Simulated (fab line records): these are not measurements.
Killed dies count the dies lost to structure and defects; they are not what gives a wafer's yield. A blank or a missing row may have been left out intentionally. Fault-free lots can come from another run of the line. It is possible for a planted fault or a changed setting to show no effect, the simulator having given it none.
Matching of chambers + flow n5Finfet + 4 sister chambers for N5_MIM_BOT_ETCH_STRIP_01 on rieDiel-03
The step strips in O2. 4 wafers are shown with their chamber, then 8 later ones without.

WAFERS WITH THEIR CHAMBER
| wafer  | chamber | showerheadPlenumPTorr (Torr) |
|--------|---------|------------------------------|
| L079.3 | 0       | 1.98                         |
| L084.4 | 1       | 2.19                         |
| L084.5 | 2       | 2.21                         |
| L093.3 | 3       | 2.18                         |

WAFERS WITHOUT THEIR CHAMBER
| wafer  | showerheadPlenumPTorr (Torr) |
|--------|------------------------------|
| L093.4 | 2.23                         |
| L093.6 | 2.23                         |
| L094.3 | 2.20                         |
| L094.4 | 2.19                         |
| L094.5 | 2.18                         |
| L095.1 | 2.20                         |
| L095.4 | 2.20                         |
| L095.6 | 2.19                         |

THE CHAMBER EACH PASSED THROUGH
| wafer  | from the rows above          | in truth |
|--------|------------------------------|----------|
| L093.4 | can't be placed: 2 or 1      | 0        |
| L093.6 | can't be placed: 2 or 1      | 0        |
| L094.3 | can't be placed: 2 or 1 or 3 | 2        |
| L094.4 | can't be placed: 1 or 3 or 2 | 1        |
| L094.5 | can't be placed: 3 or 1      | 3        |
| L095.1 | can't be placed: 2 or 1 or 3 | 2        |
| L095.4 | can't be placed: 2 or 1 or 3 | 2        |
| L095.6 | can't be placed: 1 or 3 or 2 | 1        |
0 of 8 placed correctly. Can't be placed from these rows: 8 (the true chamber is among the candidates in 6). 0 placed wrongly.
How it was worked out, from the rows above alone: a wafer's distance from a chamber is the root of the sum, over the readings, of the square of ((its reading less the chamber's mean) divided by the reading's scatter). If the next closest chamber is less than 2 further off than the closest, the wafer can't be placed; otherwise it belongs to the closest. For every chamber, the mean is computed from those of its wafers that are shown. The scatter (one wafer shown for each chamber): square how far every hidden wafer sits from the nearest shown wafer, average those squares and take the square root.
